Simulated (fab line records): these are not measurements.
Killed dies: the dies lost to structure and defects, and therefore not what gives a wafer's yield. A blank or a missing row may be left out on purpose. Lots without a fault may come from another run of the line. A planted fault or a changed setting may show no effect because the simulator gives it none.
A struck lot beside a sound one | flow nand-harc | 14 out of 1302 route steps
Sound: the wafers L834.3, L834.4, L834.6. Struck: wafers L827.1, L827.3 (left out: L827.5, a lot-mate that was not struck); the cause follows at the end.
Per side, at each step with rows, come the tool, then ch with its chambers, and then its first start. Under that, the readings that differ: sound wafers | struck wafers | difference of the means | sigmas: that difference in standard deviations of wafers without a fault.
alike: same words and numbers on both sides, and readings whose means sit less than 2 such deviations apart. not compared: any withheld reading, any reading some wafer has no value for, any bound like >300 that may hide the same value, and any number with overlapping values for which the record gives no deviation.
The two part at a step that has a row with sigmas, a row that says differs or no value, or rows on one side only. Non-overlapping numbers with no deviation appear without sigmas and do not part them. Lack of a reading on every wafer of one side parts them only where that side has two or more wafers.

first, 1 step without rows for these wafers: NHARC_A_CHANNEL_FILL_D2_ALD_15 (deposits SiNx, target thk 2 nm, pulse time 60 s, ald cycles 19).
NHARC_A_CHANNEL_FILL_D2_ALD_16: deposits SiO2, target thk 1.5 nm, pulse time 10 s, ald cycles 15.
  sound on ald-hk-02 ch 0,1, day 22 00:49; struck on ald-hk-04 ch 1,2, day 18 17:28
  alike: heater-power-w, precursor-pulse-height-rel
  not compared: ald-cycles
then, 2 steps without rows for these wafers: NHARC_A_CHANNEL_FILL_D2_ANNEAL_17 (time 1800 s); NHARC_A_CHANNEL_FILL_D2_CVD_18 (deposits poly-Si, target thk 3 nm).
NHARC_A_CHANNEL_FILL_D2_ETCHBACK_19: etches the open film in HBr/Cl2, target depth 5 nm, time 1.7 s.
  sound on rie-si-06 ch 0,2,3, day 22 09:47; struck on rie-si-02 ch 0,2, day 19 07:02
  alike: drypump-motor-current-A, oes-product-au, rf-fwd-power-W, throttle-valve-pct
  not compared: rf-hours-counter-h
NHARC_A_CHANNEL_FILL_D2_ETCHBACK_20: etches the open film in C4F8/O2/Ar, target depth 27 nm, time 13.5 s.
  sound on rie-diel-07 ch 2,3, day 22 09:55; struck on rie-diel-02 ch 2,3, day 19 07:11
  reading            | sound             | struck      | difference | sigmas
  rf-fwd-power-W (W) | 586.8 593.1 595.7 | 584.0 587.0 | -6.4       | -2
  alike: oes-product-au, rf-vpp-V
  not compared: rf-hours-counter-h
NHARC_A_CHANNEL_FILL_D2_STRIP_28: strips in O2, time 20 s.
  sound on rie-diel-07 ch 0,1,2, day 22 10:00; struck on rie-diel-02 ch 0,3, day 19 07:15
  alike: drypump-motor-current-A, oes-product-au, rf-vpp-V, showerhead-plenum-p-Torr, throttle-valve-pct
  not compared: rf-hours-counter-h
then, 4 steps without rows for these wafers: NHARC_A_CHANNEL_FILL_D2_PRECLEAN_21 (cleans in dHF, time 30 s); NHARC_A_CHANNEL_FILL_D2_SRD_23; NHARC_A_CHANNEL_FILL_D2_CVD_05 (deposits poly-Si, target thk 5 nm); NHARC_A_CHANNEL_FILL_D2_ANNEAL_22 (time 7200 s).
NHARC_A_CHANNEL_FILL_D2_ALD_25: deposits SiOx, target thk 60 nm, pulse time 10 s, ald cycles 600.
  sound on ald-hk-02 ch 1,2,3, day 22 21:46; struck on ald-hk-02 ch 0,1, day 19 19:04
  reading    | sound       | struck  | difference | sigmas
  ald-cycles | 600 600 600 | 825 825 | +225       |
  alike: heater-power-w, precursor-pulse-height-rel
NHARC_A_CHANNEL_FILL_D2_ETCHBACK_08: etches the open film in C4F8, target depth 220 nm, time 110 s.
  sound: rie-diel-02 ch 0,2,3; struck: rie-diel-07 ch 0,2
  alike: oes-product-au, rf-fwd-power-W, rf-vpp-V
  not compared: rf-hours-counter-h
then, 1 step without rows for these wafers: NHARC_END_SORT_01.

## WHERE THEY PART
NHARC_A_CHANNEL_FILL_D2_ETCHBACK_20 only, going by this record. Later steps at which nothing parts them and some readings are alike: NHARC_A_CHANNEL_FILL_D2_STRIP_28, NHARC_A_CHANNEL_FILL_D2_ALD_25, NHARC_A_CHANNEL_FILL_D2_ETCHBACK_08.

WHY: the cause the simulator had injected
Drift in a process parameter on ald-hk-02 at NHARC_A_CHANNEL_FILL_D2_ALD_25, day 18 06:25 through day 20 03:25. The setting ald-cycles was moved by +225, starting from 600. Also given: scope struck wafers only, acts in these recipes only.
